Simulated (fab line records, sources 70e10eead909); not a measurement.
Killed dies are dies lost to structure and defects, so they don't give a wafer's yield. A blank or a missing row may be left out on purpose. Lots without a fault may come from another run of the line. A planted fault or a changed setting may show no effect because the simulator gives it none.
fab line records | flow nand_harc
record lots=11 wafers=33 last_day=33
route steps=1302 shown P_GATE@207 P_CONTACT@230 END@1302
lots that met no fault: from a run of the same line without faults
start_h: hours from the record's first day to the start of the lot's first wafer shown | wait_h: hours since the lot's step before | " the same as in the row above | L1.1+2: a row that stands for several wafers | - no value, or no start given | * or withheld: withheld | < > ~ a bound
route shown NAME@n: a module of which the file shows steps, and the number in the route of the first | usual: mean/standard deviation of fault-free wafers | same: alike in all rows | chamber/n: place in a boat | sites: the reading at each site | _std_site: their standard deviation | _edge_site: outer sites' mean less inner sites' | radius_mm: how far each site lies from the wafer's centre | mask NAME#n: copy n | behind: the tool/chamber that last shaped the wafer | hold: why the lot was held/for how many hours/how that ended | device: the transistor (n, p or np) that didn't switch | end of line: the same wafers' tests at the end of the route | a step without rows: its recipe alone | killed: dies lost to structure and defects at the first sort, not the wafer's yield | map: a wafer's dies, x killed, . not, _ none there
set.NAME: the setting as run; set.NAME@STEP: as run at that earlier step | model.NAME: the simulator's own value behind a step, which no gauge read
steps of the route over a sample of lots; a table a step, a row a wafer
services: from which hour (start_h, from the record's first day; less than 0 if before it) a tool's chamber was out of use, for how many hours, and why
## steps
# step NHARC_P_GATE_RTA_64
# recipe temp_c=1050 time_s=1
# usual lamp_power_pct=30.37/0.2 wafer_temp_C_max=1054.8/0.99
# columns lot.wafer tool chamber start_h wait_h lamp_power_pct wafer_temp_C_max
L960.1 rtp_anneal-01 0 120.53 - 30.52 1055.3
L960.5 " 0 " " 30.48 1054.5
L960.6 " 0 " " 30.59 1055.6
L961.1 rtp_anneal-01 0 128.27 - 30.41 1054.2
L961.4 " 0 " " 30.39 1053.5
L961.5 " 0 " " 30.44 1055.9
L962.3 rtp_anneal-01 0 133.86 - 30.57 1055.7
L962.4 " 0 " " 30.50 1055.4
L962.6 " 0 " " 30.57 1053.7
L964.1 rtp_anneal-01 0 154.11 - 30.55 1055.3
L964.3 " 0 " " 30.54 1054.8
L964.6 " 0 " " 30.50 1054.8
L965.3 rtp_anneal-01 0 166.94 - 30.54 1055.6
L965.4 " 0 " " 30.50 1052.9
L965.5 " 0 " " 30.52 1054.6
L971.3 rtp_anneal-02 0 229.04 - 30.11 1054.9
L971.5 " 0 " " 30.08 1056.2
L971.6 " 0 " " 30.05 1055.8
L973.1 rtp_anneal-01 0 239.99 - 30.54 1054.3
L973.5 " 0 " " 30.54 1057.3
L973.6 " 0 " " 30.54 1056.4
L976.2 rtp_anneal-01 0 276.28 - 30.53 1057.2
L976.3 " 0 " " 30.46 1055.4
L976.4 " 0 " " 30.52 1055.2
L978.1 rtp_anneal-01 0 291.72 - 30.49 1054.6
L978.2 " 0 " " 30.50 1053.9
L978.5 " 0 " " 30.44 1054.5
L979.2 rtp_anneal-02 0 303.21 - 30.14 1053.9
L979.4 " 0 " " 30.15 1056.6
L979.5 " 0 " " 30.07 1054.9
L983.3 rtp_anneal-02 0 341.07 - 30.08 1054.2
L983.4 " 0 " " 30.06 1054.5
L983.5 " 0 " " 30.11 1053.6
# step NHARC_P_CONTACT_PEB_10
# recipe peb_temp_c=100 peb_time_s=65
# usual heater_power_total_W=156.7/0.41
# columns lot.wafer tool chamber start_h wait_h heater_power_total_W
L960.1 litho_track-04 0 123.36 0.1 156.3
L960.5 " 0 " " 156.9
L960.6 " 0 " " 157.0
L961.1 litho_track-06 0 131.06 0.1 157.2
L961.4 " 0 " " 156.0
L961.5 " 0 " " 157.2
L962.3 litho_track-06 0 136.58 0.0 157.1
L962.4 " 0 " " 156.9
L962.6 " 0 " " 156.8
L964.1 litho_track-06 0 157.02 0.1 156.9
L964.3 " 0 " " 156.5
L964.6 " 0 " " 156.8
L965.3 litho_track-04 0 169.72 0.0 155.9
L965.4 " 0 " " 157.0
L965.5 " 0 " " 156.3
L971.3 litho_track-04 0 231.99 0.0 183.2
L971.5 " 0 " " 182.9
L971.6 " 0 " " 184.4
L973.1 litho_track-04 0 244.19 0.1 183.3
L973.5 " 0 " " 183.2
L973.6 " 0 " " 184.3
L976.2 litho_track-01 0 278.92 0.1 156.4
L976.3 " 0 " " 156.1
L976.4 " 0 " " 157.0
L978.1 litho_track-01 0 294.39 0.1 157.1
L978.2 " 0 " " 156.5
L978.5 " 0 " " 157.0
L979.2 litho_track-01 0 305.98 0.1 157.1
L979.4 " 0 " " 157.1
L979.5 " 0 " " 157.0
L983.3 litho_track-06 0 343.81 0.0 155.9
L983.4 " 0 " " 156.3
L983.5 " 0 " " 156.7
# step NHARC_P_CONTACT_CD_MEAS_12
# recipe target_cd_nm=90 landing_energy_ev=500
# usual cd_nm=90.1/0.8
# columns lot.wafer tool chamber start_h wait_h cd_nm
L960.1 cd_sem-03 0 123.44 - 91.3
L960.5 " 0 " " 91.4
L960.6 " 0 " " 91.7
L961.1 cd_sem-01 0 131.14 - 89.5
L961.4 " 0 " " 89.7
L961.5 " 0 " " 88.8
L962.3 cd_sem-02 0 136.66 - 90.6
L962.4 " 0 " " 89.5
L962.6 " 0 " " 89.8
L964.1 cd_sem-01 0 157.10 - 89.0
L964.3 " 0 " " 89.7
L964.6 " 0 " " 89.2
L965.3 cd_sem-03 0 169.80 - 91.2
L965.4 " 0 " " 89.8
L965.5 " 0 " " 90.7
L971.3 cd_sem-02 0 232.08 - 79.6
L971.5 " 0 " " 80.1
L971.6 " 0 " " 79.3
L973.1 cd_sem-03 0 244.27 - 81.2
L973.5 " 0 " " 81.1
L973.6 " 0 " " 82.5
L976.2 cd_sem-02 0 279.00 - 89.8
L976.3 " 0 " " 88.7
L976.4 " 0 " " 91.4
L978.1 cd_sem-03 0 294.47 - 89.0
L978.2 " 0 " " 89.2
L978.5 " 0 " " 89.3
L979.2 cd_sem-01 0 306.06 - 90.5
L979.4 " 0 " " 90.2
L979.5 " 0 " " 91.5
L983.3 cd_sem-02 0 343.89 - 88.6
L983.4 " 0 " " 89.9
L983.5 " 0 " " 88.6
# step NHARC_P_CONTACT_ETCH_36
# recipe target_depth_a=2600 over_etch_frac=0.25 time_s=406.25 ion_energy_ev=200 n2_flow_sccm=150 h2_flow_sccm=150 ar_flow_sccm=0 rf_w=400 bias_w=150 chemistry=N2/H2
# usual drypump_motor_current_A=5.74/0.28 oes_product_au=0.999/0.012 rf_vpp_V=431.3/2.4 showerhead_plenum_p_Torr=2.07/0.08 throttle_valve_pct=14.172/0.0079
# columns lot.wafer tool chamber start_h wait_h drypump_motor_current_A oes_product_au rf_hours_counter_h rf_vpp_V showerhead_plenum_p_Torr throttle_valve_pct
L960.1 rie_diel-05 2 - - 5.88 1.011 2.1 434.9 2.16 14.172
L960.5 " 0 " " 5.65 1.000 - 432.5 2.14 14.175
L960.6 " 1 " " 5.81 0.998 - 432.7 2.12 14.167
L961.4 rie_diel-07 0 - - 5.49 0.979 0.2 430.6 2.04 14.177
L961.1 " 1 " " 6.07 0.984 0.2 433.4 2.17 14.169
L961.5 " 0 " " 5.47 0.993 - 429.8 2.04 14.174
L962.3 rie_diel-05 3 - - 5.37 1.013 3.2 429.7 2.01 14.199
L962.4 " 1 " " 5.84 1.011 2.8 432.6 2.12 14.164
L962.6 " 2 " " 5.88 1.002 - 433.1 2.16 14.183
L964.1 rie_diel-11 3 - - 5.79 0.992 1.8 433.0 2.15 14.175
L964.3 " 0 " " 6.25 1.010 1.9 431.0 2.05 14.178
L964.6 " 0 " " 6.26 1.009 - 430.4 2.05 14.176
L965.4 rie_diel-07 0 - - 5.51 0.990 1.2 429.1 2.04 14.171
L965.3 " 3 " " 5.92 1.002 1.1 432.1 2.07 14.183
L965.5 " 0 " " 5.52 0.979 - 432.0 2.04 14.173
L971.3 rie_diel-07 2 - - 6.11 1.007 2.2 433.5 2.12 14.170
L971.6 " 2 " " 6.11 1.012 - 434.1 2.12 14.162
L971.5 " 3 " " 5.93 1.015 - 432.1 2.07 14.171
L973.1 rie_diel-11 1 - - 5.25 0.971 4.8 425.8 1.91 14.176
L973.5 " 2 " " 5.56 1.006 - 427.0 1.96 14.170
L973.6 " 3 " " 5.77 0.998 - 432.2 2.14 14.167
L976.4 rie_diel-11 3 - - 5.77 0.996 0.3 434.1 2.14 14.171
L976.2 " 0 " " 6.26 0.995 0.3 429.9 2.04 14.179
L976.3 " 2 " " 5.56 0.999 0.4 427.0 1.96 14.160
L978.1 rie_diel-05 2 - - 5.88 1.005 3.4 433.8 2.16 14.184
L978.2 " 0 " " 5.64 1.026 3.3 433.7 2.13 14.166
L978.5 " 3 " " 5.36 1.006 - 428.7 2.01 14.178
L979.4 rie_diel-05 2 - - 5.85 1.007 4.4 432.9 2.16 14.171
L979.2 " 1 " " 5.81 0.983 5.0 433.2 2.11 14.178
L979.5 " 3 " " 5.39 1.006 - 428.8 2.01 14.166
L983.3 rie_diel-07 2 - - 6.14 0.996 0.8 432.8 2.12 14.168
L983.5 " 2 " " 6.14 0.998 - 432.7 2.12 14.186
L983.4 " 1 " " 6.06 0.992 - 434.5 2.17 14.164
# step NHARC_P_CONTACT_CD_MEAS_19
# usual cd_nm=89.8/2.1
# columns lot.wafer tool chamber start_h wait_h cd_nm
L960.1 cd_sem-03 - 124.50 - 90.0
L960.5 " - " " 90.1
L960.6 " - " " 95.5
L961.1 cd_sem-02 - 132.20 - 88.7
L961.4 " - " " 90.3
L961.5 " - " " 89.1
L962.3 cd_sem-01 - 137.73 - 86.6
L962.4 " - " " 93.0
L962.6 " - " " 87.8
L964.1 cd_sem-02 - 158.15 - 89.6
L964.3 " - " " 85.7
L964.6 " - " " 88.0
L965.3 cd_sem-01 - 170.86 - 92.3
L965.4 " - " " 88.9
L965.5 " - " " 88.8
L971.3 cd_sem-02 - 233.13 - 81.7
L971.5 " - " " 80.8
L971.6 " - " " 82.2
L973.1 cd_sem-01 - 245.34 - 79.8
L973.5 " - " " 82.4
L973.6 " - " " 82.6
L976.2 cd_sem-03 - 280.07 - 89.4
L976.3 " - " " 89.4
L976.4 " - " " 87.6
L978.1 cd_sem-03 - 295.53 - 92.8
L978.2 " - " " 84.3
L978.5 " - " " 88.7
L979.2 cd_sem-02 - 307.12 - 87.4
L979.4 " - " " 93.7
L979.5 " - " " 90.3
L983.3 cd_sem-03 - 345.10 - 87.9
L983.4 " - " " 87.2
L983.5 " - " " 90.6
# step NHARC_P_CONTACT_PVD_32
# recipe target_thk_a=50 chamber_pressure_pa=5 power_w=5000 substrate_temp_c=200 time_s=17.7 material=Ti
# usual throttle_valve_pct=29.7/0.96
# columns lot.wafer tool chamber start_h wait_h throttle_valve_pct
L960.1 pvd_sputter-03 - - - 29.8
L960.6 " - " " 29.2
L960.5 " - " " 30.2
L961.4 pvd_sputter-02 - - - 30.7
L961.1 " - " " 28.8
L961.5 " - " " 29.4
L962.3 pvd_sputter-03 - - - 30.0
L962.4 " - " " 30.4
L962.6 " - " " 29.4
L964.1 pvd_sputter-03 - - - 30.0
L964.3 " - " " 30.5
L964.6 " - " " 30.0
L965.3 pvd_sputter-01 - - - 29.0
L965.4 " - " " 32.1
L965.5 " - " " 28.8
L971.3 pvd_sputter-02 - - - 29.5
L971.5 " - " " 29.2
L971.6 " - " " 29.2
L973.1 pvd_sputter-02 - - - 28.7
L973.6 " - " " 29.5
L973.5 " - " " 29.0
L976.3 pvd_sputter-01 - - - 30.3
L976.4 " - " " 32.4
L976.2 " - " " 28.8
L978.1 pvd_sputter-01 - - - 30.2
L978.2 " - " " 32.2
L978.5 " - " " 30.2
L979.4 pvd_sputter-01 - - - 32.2
L979.2 " - " " 28.8
L979.5 " - " " 29.1
L983.3 pvd_sputter-03 - - - 30.7
L983.4 " - " " 30.4
L983.5 " - " " 30.8
# step NHARC_END_SORT_01
# recipe temp_c=25
# usual killed_at_array=54/21 killed_at_other=0.9/1.1 killed_at_periphery=3.5/2.5 killed_dies=58/21 killed_open=3.3/1.9 killed_short=2.6/1.8
# same gross_dies=677
# columns lot.wafer tool chamber start_h wait_h killed_at_array killed_at_other killed_at_periphery killed_dies killed_open killed_short
L971.3 prober-02 0 693.11 3.1 41 0 6 47 5 3
L971.5 prober-02 0 694.72 3.7 34 2 6 42 3 5
L971.6 prober-02 0 695.53 4.0 39 0 3 42 1 1
L973.1 prober-01 0 705.48 2.5 58 2 21 81 1 1
L973.5 prober-01 0 708.70 3.7 53 0 13 66 5 1
L973.6 prober-01 0 709.50 4.0 56 1 6 63 6 5
# killed by level:class
L971.3 A_CHANNEL_HOLE_D2:chamber_film_flake=16 A_CHANNEL_HOLE_D1:chamber_film_flake=7 A_STAIRCASE:chamber_film_flake=6 A_CHANNEL_FILL_D1:chamber_film_flake=3 P_M0:geometric_particle:open=2 A_CHANNEL_FILL_D1:geometric_particle:short=2 A_CHANNEL_FILL_D2:chamber_film_flake=2 A_SLIT:chamber_film_flake=2
L971.5 A_CHANNEL_HOLE_D2:chamber_film_flake=9 A_CHANNEL_HOLE_D1:chamber_film_flake=7 P_CONTACT:area_peb=4 A_SLIT:chamber_film_flake=3 A_STAIRCASE:chamber_film_flake=3 A_ONON_D1:geometric_particle:short=2 A_DECK1_JOINT:chamber_film_flake=2 A_CHANNEL_FILL_D2:chamber_film_flake=2
L971.6 A_CHANNEL_HOLE_D2:chamber_film_flake=15 A_SLIT:chamber_film_flake=10 A_CHANNEL_FILL_D2:chamber_film_flake=4 A_STAIRCASE:chamber_film_flake=3 A_CHANNEL_HOLE_D1:chamber_film_flake=2 A_CONTACT:chamber_film_flake=2 P_CONTACT:geometric_particle:open=1 A_DECK1_JOINT:geometric_particle:short=1
L973.1 A_CHANNEL_HOLE_D1:chamber_film_flake=42 P_CONTACT:area_peb=16 A_SLIT:chamber_film_flake=5 P_M1:chamber_film_flake=3 A_CHANNEL_FILL_D2:chamber_film_flake=2 A_WL_FILL:chamber_film_flake=2 A_CONTACT:chamber_film_flake=2 THIN_TSV:chamber_film_flake=2
L973.5 A_CHANNEL_HOLE_D1:chamber_film_flake=30 A_CONTACT:chamber_film_flake=8 P_M1:chamber_film_flake=6 P_BONDPAD:chamber_film_flake=3 A_STAIRCASE:chamber_film_flake=3 A_SLIT:chamber_film_flake=3 P_M2:chamber_film_flake=2 A_ZERO_WELL:chamber_film_flake=2
L973.6 A_CHANNEL_HOLE_D1:chamber_film_flake=36 A_CHANNEL_FILL_D2:chamber_film_flake=4 P_M1:chamber_film_flake=3 A_ONON_D1:geometric_particle:short=2 A_WL_FILL:geometric_particle:open=2 A_CONTACT:chamber_film_flake=2 P_M0:geometric_particle:open=1 A_ONON_D1:geometric_particle:open=1
## services
# columns tool chamber start_h hours kind
rie_diel-05 1 97.61 14.6 repair
pvd_sputter-02 - 104.00 10.0 pm
rie_diel-07 - 117.20 9.0 pm
rie_diel-11 0 123.89 9.6 repair
rie_diel-11 3 137.91 13.1 repair
litho_track-01 - 155.00 7.0 pm
rie_diel-07 2 161.82 7.6 repair
pvd_sputter-03 - 170.00 10.0 pm
rie_diel-07 3 177.97 5.0 repair
litho_track-06 - 179.00 7.0 pm
pvd_sputter-01 - 195.98 1.2 repair
litho_track-04 - 203.00 7.0 pm
pvd_sputter-03 - 216.32 96.8 repair
pvd_sputter-01 - 217.55 24.7 repair
rie_diel-05 - 229.60 9.0 pm
rie_diel-11 1 232.52 8.7 repair
pvd_sputter-02 - 234.56 4.7 repair
pvd_sputter-01 - 242.28 10.0 pm
rie_diel-05 0 243.66 16.9 repair
rie_diel-07 2 245.21 9.8 repair
pvd_sputter-01 - 259.55 15.2 repair
rie_diel-07 - 294.20 9.0 pm
rie_diel-05 - 334.32 0.8 repair
rie_diel-07 3 342.91 16.7 repair
## key
first_sign step=NHARC_P_CONTACT_PEB_10 reading=heater_power_total_W direction=up sigmas=66 usual=* struck=*
effect step=NHARC_P_CONTACT_CD_MEAS_12 reading=cd_nm direction=down sigmas=12 usual=90.1 struck=80.6 through=control_loop
effect step=NHARC_P_CONTACT_CD_MEAS_19 reading=cd_nm direction=down sigmas=4 usual=89.8 struck=81.6 through=control_loop
effect step=NHARC_END_SORT_01 reading=killed_at_periphery direction=up sigmas=2.2 usual=3.5 struck=9.2 wafers_moved=2
met_at NHARC_P_CONTACT_PEB_10
struck_lots L971,L973
tester_left_out L971,L973
loop_trim step=NHARC_P_CONTACT_EXPOSE_09 setting=dose lots=L973
not_acting_at NHARC_P_GATE_RTA_64,NHARC_P_CONTACT_ETCH_36,NHARC_P_CONTACT_PVD_32
onset_between 169.72 231.99
fault kind=process_parameter_drift tool=litho_track-04 chamber=- onset_h=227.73 steps=NHARC_P_CONTACT_PEB_10 channel=peb_time_s offset=* shape=step end_h=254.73 acts_in=* stated=*
# tester_left_out: of these lots the tester's yield and bins aren't shown, on N5 and GAA mostly nor the transistor test; their killed dies are dies lost to structure and defects alone, not to doping, threshold or leakage, so they don't give the yield
# loop_trim: a control loop set the setting to another value than it would have without faults
